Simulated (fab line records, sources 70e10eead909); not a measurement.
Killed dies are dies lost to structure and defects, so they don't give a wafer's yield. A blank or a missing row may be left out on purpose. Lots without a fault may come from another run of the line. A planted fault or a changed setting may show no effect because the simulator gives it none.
fab line records | flow nand_harc
record lots=5 wafers=15 last_day=25
route steps=1159 shown P_ZERO_WELL@29
lots that met no fault: from a run of the same line without faults
start_h: hours from the record's first day to the start of the lot's first wafer shown | wait_h: hours since the lot's step before | " the same as in the row above | L1.1+2: a row that stands for several wafers | - no value, or no start given | * or withheld: withheld | < > ~ a bound
route shown NAME@n: a module of which the file shows steps, and the number in the route of the first | usual: mean/standard deviation of fault-free wafers | same: alike in all rows | chamber/n: place in a boat | sites: the reading at each site | _std_site: their standard deviation | _edge_site: outer sites' mean less inner sites' | radius_mm: how far each site lies from the wafer's centre | mask NAME#n: copy n | behind: the tool/chamber that last shaped the wafer | hold: why the lot was held/for how many hours/how that ended | device: the transistor (n, p or np) that didn't switch | end of line: the same wafers' tests at the end of the route | a step without rows: its recipe alone | killed: dies lost to structure and defects at the first sort, not the wafer's yield | map: a wafer's dies, x killed, . not, _ none there
set.NAME: the setting as run; set.NAME@STEP: as run at that earlier step | model.NAME: the simulator's own value behind a step, which no gauge read
lots at some steps of the route; a table a step, a row a wafer
services: from which hour (start_h, from the record's first day; less than 0 if before it) a tool's chamber was out of use, for how many hours, and why
## steps
# step NHARC_P_ZERO_WELL_CD_MEAS_24
# recipe target_cd_nm=720 landing_energy_ev=500
# usual cd_nm=719.9/1.3
# columns lot.wafer tool chamber start_h wait_h cd_nm
L132.1 cd_sem-03 0 50.62 - 720.4
L132.4 " 0 " " 720.8
L132.5 " 0 " " 719.8
L133.2 cd_sem-03 0 56.60 - 721.3
L133.4 " 0 " " 719.8
L133.6 " 0 " " 719.3
L134.2 cd_sem-03 0 62.55 - 719.7
L134.3 " 0 " " 718.4
L134.6 " 0 " " 720.3
L147.1 cd_sem-03 0 140.65 - 720.1
L147.4 " 0 " " 718.4
L147.5 " 0 " " 720.1
L149.1 cd_sem-01 0 152.60 - 720.1
L149.4 " 0 " " 718.7
L149.5 " 0 " " 719.9
# step NHARC_P_ZERO_WELL_HARDBAKE_25
# recipe temp_c=125 time_s=80
# step NHARC_P_ZERO_WELL_DESCUM_26
# recipe time_s=3 o2_flow_sccm=200 ar_flow_sccm=0 bias_power_w=0 chemistry=O2
# usual drypump_motor_current_A=5.8/0.58 oes_product_au=1.003/0.0088 rf_vpp_V=58.0/0.91 showerhead_plenum_p_Torr=1.93/0.066 throttle_valve_pct=11.311/0.01
# columns lot.wafer tool chamber start_h wait_h drypump_motor_current_A oes_product_au rf_hours_counter_h rf_vpp_V showerhead_plenum_p_Torr throttle_valve_pct
L132.1 rie_diel-10 1 50.78 - 5.3 0.990 2.9 56.7 1.95 11.310
L132.4 " 2 " " 5.1 1.002 3.8 58.1 1.90 11.304
L132.5 " 2 " " 5.1 0.987 - 58.9 1.90 11.311
L133.4 rie_diel-06 2 56.78 - 5.7 1.022 8.2 57.4 1.85 11.327
L133.2 " 3 " " 6.7 1.013 6.7 58.3 1.85 11.319
L133.6 " 1 " " 4.8 1.017 - 59.7 1.95 11.315
L134.2 rie_diel-06 0 62.72 - 6.4 1.007 8.5 57.4 1.98 11.295
L134.3 " 2 " " 5.8 1.010 8.9 57.5 1.85 11.314
L134.6 " 0 " " 6.4 1.005 - 57.9 1.98 11.307
L147.4 rie_diel-10 2 140.81 - 5.1 0.990 11.9 57.2 1.90 11.305
L147.1 " 1 " " 5.3 1.009 11.4 58.3 1.95 11.303
L147.5 " 3 " " 6.8 1.002 - 57.4 1.85 11.293
L149.1 rie_diel-05 0 152.76 - 5.7 1.013 9.8 59.0 1.88 11.286
L149.4 " 1 " " 6.2 0.998 9.2 58.5 1.91 11.312
L149.5 " 0 " " 5.7 1.006 - 58.9 1.88 11.316
# step NHARC_P_ZERO_WELL_IMPLANT_27
# recipe energy_kev=600 dose_cm2=1e+13 tilt_deg=7
# step NHARC_P_ZERO_WELL_IMPLANT_57
# recipe energy_kev=250 dose_cm2=4e+12 tilt_deg=7
# step NHARC_P_ZERO_WELL_IMPLANT_58
# recipe energy_kev=100 dose_cm2=2e+12 tilt_deg=7
# step NHARC_P_ZERO_WELL_STRIP_28
# recipe time_s=840 temp_c=130 chemistry=SPM
# step NHARC_P_ZERO_WELL_DEHYDRATE_29
# recipe temp_c=150 time_s=120
# step NHARC_P_ZERO_WELL_HMDS_30
# recipe time_s=30
# step NHARC_P_ZERO_WELL_COAT_31
# recipe spin_rpm=withheld
# step NHARC_P_ZERO_WELL_SOFTBAKE_32
# recipe temp_c=122 time_s=95
# step NHARC_P_ZERO_WELL_EBR_33
# step NHARC_P_ZERO_WELL_EXPOSE_34
# recipe na=0.6 target_cd_nm=720 dose_mj=22.31 mask_id=P_PWELL
# columns lot.wafer tool chamber start_h wait_h mask
L132.1+4+5 krf_scanner-04 0 52.11 - P_PWELL#0
L133.2+4+6 krf_scanner-04 0 57.96 - P_PWELL#0
L134.2+3+6 krf_scanner-04 0 63.93 - P_NWELL#0
L147.1+4+5 krf_scanner-03 0 142.15 - P_PWELL#0
L149.1+4+5 krf_scanner-03 0 154.08 - P_PWELL#0
# step NHARC_P_ZERO_WELL_PEB_35
# recipe peb_temp_c=118 peb_time_s=85
# step NHARC_P_ZERO_WELL_DEVELOP_36
# recipe time_s=70
# step NHARC_P_ZERO_WELL_CD_MEAS_37
# recipe target_cd_nm=720 landing_energy_ev=500
# usual cd_nm=720.0/1.3
# columns lot.wafer tool chamber start_h wait_h cd_nm
L132.1 cd_sem-03 0 52.26 - 720.3
L132.4 " 0 " " 719.5
L132.5 " 0 " " 718.8
L133.2 cd_sem-03 0 58.11 - 718.4
L133.4 " 0 " " 719.9
L133.6 " 0 " " 720.6
L134.2 cd_sem-02 0 64.08 - -
L134.3 " 0 " " -
L134.6 " 0 " " -
L147.1 cd_sem-01 0 142.31 - 719.2
L147.4 " 0 " " 717.4
L147.5 " 0 " " 717.5
L149.1 cd_sem-03 0 154.24 - 721.7
L149.4 " 0 " " 722.1
L149.5 " 0 " " 721.8
# step NHARC_P_ZERO_WELL_HARDBAKE_38
# recipe temp_c=125 time_s=80
## services
# columns tool chamber start_h hours kind
rie_diel-10 0 33.00 - clean
rie_diel-10 1 33.00 - clean
rie_diel-10 2 33.00 - clean
rie_diel-10 3 33.00 - clean
rie_diel-06 0 43.33 - clean
rie_diel-06 1 43.33 - clean
rie_diel-06 2 43.33 - clean
rie_diel-06 3 43.33 - clean
krf_scanner-03 - 56.02 0.6 repair
rie_diel-10 0 57.79 - clean
rie_diel-10 1 57.79 - clean
rie_diel-10 2 57.79 - clean
rie_diel-10 3 57.79 - clean
rie_diel-05 2 58.96 4.0 repair
rie_diel-06 - 64.20 9.0 pm
rie_diel-06 0 64.20 9.0 vent_cycle
rie_diel-06 1 64.20 9.0 vent_cycle
rie_diel-06 2 64.20 9.0 vent_cycle
rie_diel-06 3 64.20 9.0 vent_cycle
rie_diel-06 0 73.20 - clean
rie_diel-06 1 73.20 - clean
krf_scanner-04 - 84.62 4.0 pm
krf_scanner-03 - 131.76 2.0 repair
rie_diel-05 1 133.10 7.0 repair
## key
first_sign step=NHARC_P_ZERO_WELL_EXPOSE_34 reading=mask direction=changed
effect step=NHARC_P_ZERO_WELL_CD_MEAS_37 reading=cd_nm direction=missing
met_at NHARC_P_ZERO_WELL_EXPOSE_34
struck_wafers L134.2,L134.3,L134.6
later_rows_left_out L134.2,L134.3,L134.6
sort_left_out L134.2,L134.3,L134.6
tester_left_out L134
onset_between 57.96 63.93
fault kind=wrong_mask tool=any chamber=- onset_h=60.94 steps=NHARC_P_ZERO_WELL_EXPOSE_34 aux_copy=P_NWELL#0 scope=struck_lots_only
# tester_left_out: of these lots the tester's yield and bins aren't shown, on N5 and GAA mostly nor the transistor test; their killed dies are dies lost to structure and defects alone, not to doping, threshold or leakage, so they don't give the yield
# sort_left_out: the simulated sort isn't trusted on such a fault, so these wafers' sort isn't shown, and their yield isn't known
# later_rows_left_out: the simulator's readings of these wafers behind a module that went badly wrong aren't trusted and aren't shown, but for the sort
